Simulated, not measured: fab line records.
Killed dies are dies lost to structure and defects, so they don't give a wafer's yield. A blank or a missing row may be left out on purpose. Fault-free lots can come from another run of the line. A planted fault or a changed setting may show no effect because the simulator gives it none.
Matching of chambers    flow n5Finfet    uvCure-03 running N5_BEOL_M11_CURE_71: 3 sister chambers
The step cures SiCOH lowk, time 240 s. 3 wafers are shown with their chamber, then 7 later ones without.

== WAFERS, EACH WITH ITS CHAMBER ==
wafer   chamber  wafer_temp_C_max
L085.4  2        387.4
L084.6  0        387.0
L087.2  1        387.0

== WAFERS WITHOUT THEIR CHAMBER ==
wafer   wafer_temp_C_max
L087.3  387.5
L089.2  387.3
L089.3  387.3
L089.6  387.9
L093.3  387.4
L093.4  386.8
L093.5  387.4

== WHICH CHAMBER EACH WENT THROUGH ==
wafer   from the rows above           in truth
L087.3  can't be placed: 2 or 0 or 1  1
L089.2  can't be placed: 2 or 0 or 1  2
L089.3  can't be placed: 2 or 0 or 1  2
L089.6  can't be placed: 2 or 0 or 1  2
L093.3  can't be placed: 2 or 0 or 1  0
L093.4  can't be placed: 0 or 1 or 2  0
L093.5  can't be placed: 2 or 0 or 1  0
Placed correctly: 0 of 7. Unplaceable from these rows: 7, with the true chamber sitting among the candidates in 7. 0 placed wrongly.
How it was worked out, from the rows above alone: a wafer's distance from a chamber is the root of the sum, over the readings, of the square of ((its reading less the chamber's mean) divided by the reading's scatter). If the next closest chamber is less than 2 further off than the closest, the wafer can't be placed; otherwise it belongs to the closest. A chamber's mean is the mean of its shown wafers. The scatter: with one shown wafer a chamber, the root of the mean of the squares of how far each hidden wafer lies from its nearest shown one.
